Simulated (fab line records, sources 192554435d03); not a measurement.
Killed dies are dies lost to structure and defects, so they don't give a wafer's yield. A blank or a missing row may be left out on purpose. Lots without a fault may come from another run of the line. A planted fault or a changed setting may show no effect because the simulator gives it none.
Chamber matching | flow n5_finfet | N5_BEOL_M0_SAQP_PECVD_00 on pecvd-03: 3 sister chambers
The step deposits SiCN from 3MS/NH3, target thk 8 nm, time 14 s. 6 wafers are shown with their chamber, then 9 later ones without.

WAFERS WITH THEIR CHAMBER
wafer  | chamber | throttle_valve_pct (%) | showerhead_vpp_V (V)
L079.4 | 0       | 9.2                    | 884
L079.5 | 1       | 8.6                    | 866
L079.6 | 2       | 9.7                    | 833
L080.2 | 2       | 9.4                    | 840
L080.3 | 0       | 9.4                    | 889
L080.6 | 1       | 8.8                    | 851

WAFERS WITHOUT THEIR CHAMBER
wafer  | throttle_valve_pct (%) | showerhead_vpp_V (V)
L082.1 | 9.0                    | 901
L082.5 | 8.9                    | 856
L082.6 | 9.5                    | 839
L088.1 | 9.5                    | 848
L088.4 | 8.8                    | 858
L088.6 | 9.6                    | 888
L093.2 | 8.8                    | 853
L093.3 | 9.4                    | 891
L093.4 | 8.9                    | 855

WHICH CHAMBER EACH WENT THROUGH
wafer  | from the rows above | in truth
L082.1 | 0                   | 0
L082.5 | 1                   | 1
L082.6 | 2                   | 2
L088.1 | 2                   | 2
L088.4 | 1                   | 1
L088.6 | 0                   | 0
L093.2 | 1                   | 1
L093.3 | 0                   | 0
L093.4 | 1                   | 1
Placed correctly: 9 of 9. Can't be placed from these rows: 0. Placed wrongly: 0.
How it was worked out, from the rows above alone: a wafer's distance from a chamber is the root of the sum, over the readings, of the square of ((its reading less the chamber's mean) divided by the reading's scatter). The wafer belongs to the nearest chamber; if the next one is less than 2 further off, it can't be placed. A chamber's mean is the mean of its shown wafers. The scatter: the root of (the sum of the squares of (reading less its chamber's mean) over the shown wafers, divided by (wafers less chambers)).
